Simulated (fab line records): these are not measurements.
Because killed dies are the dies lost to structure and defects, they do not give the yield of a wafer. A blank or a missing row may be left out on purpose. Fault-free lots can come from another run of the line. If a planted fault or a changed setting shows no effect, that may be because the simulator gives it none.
Matching of chambers / flow nand-harc / NHARC_A_WL_FILL_ALD_19 on ald-metal-03: 4 sister chambers
The step deposits TiN, target thk 2 nm, pulse time 3 s, ald cycles 100. 4 wafers are shown with their chamber, then 9 later ones without.

== WAFERS, EACH WITH ITS CHAMBER ==
wafer=L083.4; chamber=2; heater-power-w (W)=1056
wafer=L085.2; chamber=3; heater-power-w (W)=1145
wafer=L085.3; chamber=1; heater-power-w (W)=935
wafer=L085.4; chamber=0; heater-power-w (W)=1184

== WAFERS WITHOUT THEIR CHAMBER ==
wafer=L087.2; heater-power-w (W)=934
wafer=L087.3; heater-power-w (W)=1179
wafer=L087.4; heater-power-w (W)=1184
wafer=L092.1; heater-power-w (W)=1082
wafer=L092.2; heater-power-w (W)=935
wafer=L092.5; heater-power-w (W)=1160
wafer=L096.1; heater-power-w (W)=1187
wafer=L096.3; heater-power-w (W)=942
wafer=L096.5; heater-power-w (W)=1212

== THE CHAMBER EACH PASSED THROUGH ==
wafer=L087.2; from the rows above=1; in truth=1
wafer=L087.3; from the rows above=0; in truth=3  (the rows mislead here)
wafer=L087.4; from the rows above=0; in truth=0
wafer=L092.1; from the rows above=2; in truth=2
wafer=L092.2; from the rows above=1; in truth=1
wafer=L092.5; from the rows above=can't be placed: 3 or 0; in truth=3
wafer=L096.1; from the rows above=0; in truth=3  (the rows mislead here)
wafer=L096.3; from the rows above=1; in truth=1
wafer=L096.5; from the rows above=0; in truth=0
Correct placement for 6 of the 9. Unplaceable from these rows: 1, with the true chamber sitting among the candidates in 1. Wrongly placed: 2.
How it was worked out, from the rows above alone: a wafer's distance from a chamber is the root of the sum, over the readings, of the square of ((its reading less the chamber's mean) divided by the reading's scatter). The wafer belongs to the nearest chamber; if the next one is less than 2 further off, it can't be placed. The mean given for a chamber averages the wafers shown for that chamber. The scatter (one wafer shown for each chamber): square how far every hidden wafer sits from the nearest shown wafer, average those squares and take the square root.
